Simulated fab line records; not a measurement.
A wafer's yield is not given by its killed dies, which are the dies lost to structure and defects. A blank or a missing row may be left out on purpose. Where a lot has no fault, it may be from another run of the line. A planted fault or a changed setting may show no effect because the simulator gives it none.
Split-lot experiment | flow n5_finfet | 21 wafers read across 7 lots, on a route 1938 steps long

## THE SPLIT ITSELF
At N5_BEOL_M12_EXPOSE_07 (exposes mask V11), the setting dose_mj was moved away from the recipe's 32.5 on 6 of the 21 wafers read, by -7.3% to +4.7%. All remaining wafers had this setting at the recipe value.

## FROM THE SPLIT TO THE READING: what the file shows between them, 11 steps
- N5_BEOL_M12_PEB_08: peb time 90 s
- N5_BEOL_M12_DEVELOP_09: develop time 45 s
- N5_BEOL_M12_HARDBAKE_14: time 120 s
- N5_BEOL_M12_CD_MEAS_10: target cd 140 nm
- N5_BEOL_M12_DESCUM_15: chemistry O2, time 7.9 s
- N5_BEOL_M12_ETCH_59: etches BARC in N2/H2, target depth 89 nm, overetch 26.7 nm, time 67.9 s
- N5_BEOL_M12_VIA_ETCH_16: etches SiOC in C4F8/O2/Ar, target depth 724.8 nm
- N5_BEOL_M12_STRIP_63: strips in N2/H2
- N5_BEOL_M12_STRIP_64: strips in N2/H2
- N5_BEOL_M12_STRIP_71: strips in post etch residue remover, time 60 s
- N5_BEOL_M12_SRD_72: time 30 s, dry time 30 s

## THE READING
cd_nm at N5_BEOL_M12_CD_MEAS_17, given in nm (cd target 140 nm). Fault-free wafers of this fab line usually give 140.4 nm, standard deviation 1.6 nm.

wafer  | tool, chamber at the split | dose_mj as run | against the recipe | cd_nm, nm | against lot-mates on the recipe
L076.1 | krf_scanner-01, 0          | 32.5           | recipe             | 141.5     | -
L076.2 | krf_scanner-01, 0          | 33.79          | +4.0%              | 141.9     | +1.3
L076.4 | krf_scanner-01, 0          | 32.5           | recipe             | 139.7     | -
L083.1 | krf_scanner-01, 0          | 32.5           | recipe             | 140.9     | -
L083.3 | krf_scanner-01, 0          | 32.5           | recipe             | 140.3     | -
L083.4 | krf_scanner-01, 0          | 32.5           | recipe             | 140.1     | -
L088.3 | krf_scanner-01, 0          | 32.5           | recipe             | 141.5     | -
L088.5 | krf_scanner-01, 0          | 31.22          | -3.9%              | 137.2     | -4.2
L088.6 | krf_scanner-01, 0          | 32.5           | recipe             | 141.2     | -
L089.1 | krf_scanner-01, 0          | 32.5           | recipe             | 139.6     | -
L089.2 | krf_scanner-01, 0          | 32.5           | recipe             | 141.1     | -
L089.5 | krf_scanner-01, 0          | 32.5           | recipe             | 141.7     | -
L090.1 | krf_scanner-02, 0          | 32.5           | recipe             | 140.5     | -
L090.3 | krf_scanner-02, 0          | 32.5           | recipe             | 138.5     | -
L090.4 | krf_scanner-02, 0          | 30.12          | -7.3%              | 131.6     | -7.9
L093.1 | krf_scanner-01, 0          | 34.02          | +4.7%              | 145.0     | +5.3
L093.3 | krf_scanner-01, 0          | 34.02          | +4.7%              | 144.4     | +4.7
L093.5 | krf_scanner-01, 0          | 32.5           | recipe             | 139.7     | -
L096.1 | krf_scanner-02, 0          | 33.86          | +4.2%              | 142.4     | +3.1
L096.2 | krf_scanner-02, 0          | 32.5           | recipe             | 138.7     | -
L096.3 | krf_scanner-02, 0          | 32.5           | recipe             | 139.9     | -

THE FIT
A straight line over all 21 wafers: cd_nm changes by +0.914 nm for each +1% of dose_mj; r = +0.91; the points scatter about the line by 1.1 nm.
The same after taking each lot's own level away (the mean of its wafers on the recipe; 21 wafers): +0.959 nm for each +1%; r = +0.95; scatter 0.89 nm.
The reading moves by 7 nm for the largest change in dose_mj, on that fit.
The lots' own levels span 139.30 to 141.35 nm, that is 1.3 times the standard deviation above.
So the lot-to-lot level changes the slope little: the two slopes agree.
Check: for one of the wafers moved furthest among these (-7.3%), held out of the fit, the line's prediction against its lot-mates is -6.62 nm. Against them it came out at -7.9 nm.

## ADDITIONAL SPLITS CARRIED BY THESE WAFERS
Other splits were also applied to these wafers ahead of the reading. Each is held against what the fit with the lots' levels taken away leaves over:
other split on the same wafers | wafers away from the commonest value | r with cd_nm (lot level and that fit taken away)
N5_BEOL_M12_ILD_DEP_00 time_s  | 8                                    | +0.17

## THE WHOLE CHAIN: every reading that the file lists as answering this split, in the file's order
step                   | what it does     | reading | change (the file's fit)               | r (the file's)
N5_BEOL_M12_CD_MEAS_10 | target cd 140 nm | cd_nm   | +1.04 nm for each +1% of the setting  | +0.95
N5_BEOL_M12_CD_MEAS_17 | target cd 140 nm | cd_nm   | +0.926 nm for each +1% of the setting | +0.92

## FILE'S OWN FIT
cd_nm changes by +0.926 nm for each +1% of dose_mj, r = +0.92.
